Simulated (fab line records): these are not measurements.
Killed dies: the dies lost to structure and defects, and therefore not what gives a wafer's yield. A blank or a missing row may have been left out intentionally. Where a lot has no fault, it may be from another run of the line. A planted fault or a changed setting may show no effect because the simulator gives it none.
A struck lot beside a sound one    flow nand harc    15 out of 1302 route steps
Sound: wafers L138.1, L138.2, L138.4. The struck wafers were L127.1, L127.2, L127.3. The cause is named last.
For every step that has rows: the tool of each side, followed by ch and its chambers, followed by its first start. Under that, the readings that differ: sound wafers    struck wafers    difference of the means    sigmas: that difference in standard deviations of wafers without a fault.
alike: readings with means less than 2 such deviations apart, plus words and numbers identical on both sides. not compared: withheld readings, readings lacking a value on some wafer, bounds such as >300 that could conceal the same value, and numbers that have no deviation in the record and whose values overlap.
The two part at a step that has a row with sigmas, a row that says differs or no value, or rows on one side only. When numbers do not overlap yet have no deviation, they are printed without sigmas and do not part them. Lack of a reading on every wafer of one side parts them only where that side has two or more wafers.

NHARC_P_START_INSPECT_01:
  sound on defect inspect-01 at day 8 02:02; struck on defect inspect-02 at day 3 12:02
  alike: raw defect count
then, 10 steps without rows for these wafers: NHARC_P_ZERO_WELL_PRECLEAN_00 (cleans in SPM, time 600 s); NHARC_P_ZERO_WELL_SRD_01; NHARC_P_ZERO_WELL_PECVD_02 (deposits SiO2, target thk 10 nm); NHARC_P_ZERO_WELL_DEHYDRATE_03 (time 120 s); NHARC_P_ZERO_WELL_HMDS_04 (time 30 s); NHARC_P_ZERO_WELL_COAT_64 (time 65 s); NHARC_P_ZERO_WELL_COAT_05 (resist thk 600 nm); NHARC_P_ZERO_WELL_SOFTBAKE_06 (time 70 s); NHARC_P_ZERO_WELL_EBR_07; NHARC_P_ZERO_WELL_EXPOSE_08 (exposes mask P ZERO, target cd 500 nm).
NHARC_P_ZERO_WELL_PEB_09: peb time 80 s.
  sound on litho track-05 ch 0, day 8 03:02; struck on litho track-02 ch 0, day 3 13:10
  alike: chill plate temp C, exhaust pa
then, 1 step without rows for these wafers: NHARC_P_ZERO_WELL_DEVELOP_10 (time 50 s).
NHARC_P_ZERO_WELL_CD_MEAS_11: the cd target is 500 nm.
  sound on cd sem-03 ch 0, day 8 03:07; struck on cd sem-03 ch 0, day 3 13:15
reading     sound              struck             difference  sigmas
cd nm (nm)  501.0 503.1 499.5  511.4 512.1 513.4  +11.1       +7
then, 1 step without rows for these wafers: NHARC_P_ZERO_WELL_HARDBAKE_12 (time 65 s).

WHERE THEY PART
NHARC_P_ZERO_WELL_CD_MEAS_11 only, going by this record.

WHY: what had been put in by the simulator
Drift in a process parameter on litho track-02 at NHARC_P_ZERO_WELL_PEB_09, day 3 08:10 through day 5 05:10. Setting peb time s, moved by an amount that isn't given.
